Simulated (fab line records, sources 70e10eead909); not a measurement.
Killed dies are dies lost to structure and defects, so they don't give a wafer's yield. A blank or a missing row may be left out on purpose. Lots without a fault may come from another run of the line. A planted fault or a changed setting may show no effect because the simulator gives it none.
Chamber matching | flow nand_harc | NHARC_A_STAIRCASE_DEP_471 on pecvd-02: 3 sister chambers
The step deposits SiO2, target thk 100 nm. 6 wafers are shown with their chamber, then 11 later ones without.

WAFERS WITH THEIR CHAMBER
wafer  | chamber | throttle_valve_pct (%) | heater_power_w (W)
L091.1 | 2       | 14.9                   | 641
L092.6 | 1       | 15.8                   | 563
L093.2 | 1       | 15.9                   | 629
L093.3 | 2       | 15.0                   | 612
L093.6 | 0       | 16.6                   | 472
L095.3 | 0       | 16.8                   | 518

WAFERS WITHOUT THEIR CHAMBER
wafer  | throttle_valve_pct (%) | heater_power_w (W)
L095.5 | 15.9                   | 534
L095.6 | 14.9                   | 640
L094.1 | 14.9                   | 559
L094.3 | 16.8                   | 553
L094.5 | 15.8                   | 629
L096.1 | 16.0                   | 597
L096.2 | 16.7                   | 485
L096.3 | 14.9                   | 579
L097.2 | 16.6                   | 465
L097.3 | 15.3                   | 584
L097.5 | 16.6                   | 481

WHICH CHAMBER EACH WENT THROUGH
wafer  | from the rows above     | in truth
L095.5 | 1                       | 1
L095.6 | 2                       | 2
L094.1 | 2                       | 2
L094.3 | 0                       | 0
L094.5 | 1                       | 1
L096.1 | 1                       | 1
L096.2 | 0                       | 0
L096.3 | 2                       | 2
L097.2 | 0                       | 0
L097.3 | can't be placed: 2 or 1 | 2
L097.5 | 0                       | 0
Placed correctly: 10 of 11. Can't be placed from these rows: 1 (the true chamber is among the candidates in 1). Placed wrongly: 0.
How it was worked out, from the rows above alone: a wafer's distance from a chamber is the root of the sum, over the readings, of the square of ((its reading less the chamber's mean) divided by the reading's scatter). The wafer belongs to the nearest chamber; if the next one is less than 2 further off, it can't be placed. A chamber's mean is the mean of its shown wafers. The scatter: the root of (the sum of the squares of (reading less its chamber's mean) over the shown wafers, divided by (wafers less chambers)).
